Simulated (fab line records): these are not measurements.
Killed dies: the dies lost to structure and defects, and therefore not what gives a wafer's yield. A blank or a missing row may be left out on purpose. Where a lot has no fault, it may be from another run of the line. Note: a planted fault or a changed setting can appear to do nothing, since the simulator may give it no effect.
Chamber matching | flow nand harc | NHARC_P_GATE_ALD_36 on ald sin-03 has 4 sister chambers
The step deposits SiNx, target thk 20 nm, pulse time 60 s, ald cycles 223. 14 wafers are shown with their chamber, then 7 later ones without.

== WAFERS PAIRED WITH THEIR CHAMBERS ==
wafer  | chamber | heater power w (W) | heater power outer w (W) | susceptor temp C (C)
L075.2 | 1       | 821                | 523                      | 400.37
L075.3 | 0       | 842                | 470                      | 400.25
L075.6 | 3       | 999                | 593                      | 399.98
L080.1 | 2       | 851                | 515                      | 399.67
L080.3 | 0       | 805                | 458                      | 399.62
L080.6 | 2       | 829                | 500                      | 399.96
L081.4 | 3       | 941                | 536                      | 399.96
L081.1 | 1       | 824                | 551                      | 399.93
L081.2 | 2       | 831                | 512                      | 399.85
L085.4 | 0       | 802                | 441                      | 400.67
L085.2 | 3       | 931                | 543                      | 399.81
L085.5 | 0       | 819                | 449                      | 400.13
L088.4 | 3       | 908                | 562                      | 399.61
L088.3 | 1       | 827                | 580                      | 400.13

SIGNATURES (means of the wafers above)
reading              | chamber 0 | chamber 1 | chamber 2 | chamber 3 | scatter within a chamber
heater power w       | 817.00    | 824.00    | 837.00    | 944.75    | 24.1
heater power outer w | 454.50    | 551.33    | 509.00    | 558.50    | 20.4
susceptor temp C     | 400.1675  | 400.1433  | 399.8267  | 399.8400  | 0.281
Rule: a wafer lies at a distance from a chamber equal to the root of the sum of squares, over the readings, of (its reading less the chamber's mean, divided by the reading's scatter). If the next closest chamber is less than 2 further off than the closest, the wafer can't be placed; otherwise it belongs to the closest. The scatter: the root of (the sum of the squares of (reading less its chamber's mean) over the shown wafers, divided by (wafers less chambers)).

== WAFERS WITH NO CHAMBER GIVEN ==
wafer  | heater power w (W) | heater power outer w (W) | susceptor temp C (C)
L088.5 | 957                | 547                      | 400.07
L091.2 | 820                | 449                      | 399.61
L091.1 | 851                | 563                      | 399.82
L091.5 | 944                | 547                      | 399.92
L094.1 | 829                | 569                      | 399.91
L094.3 | 780                | 465                      | 399.81
L094.6 | 856                | 561                      | 399.74

== WHICH CHAMBER EACH ONE RAN IN ==
wafer  | from the rows above          | in truth
L088.5 | 3                            | 3
L091.2 | can't be placed: 0 or 2      | 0
L091.1 | can't be placed: 1 or 2      | 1
L091.5 | 3                            | 3
L094.1 | can't be placed: 1 or 2      | 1
L094.3 | can't be placed: 0 or 2      | 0
L094.6 | can't be placed: 1 or 2 or 3 | 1
Placed correctly: 2 of 7. Cannot be placed on the basis of these rows: 5; the candidates contain the true chamber in 5. Wrongly placed: 0.
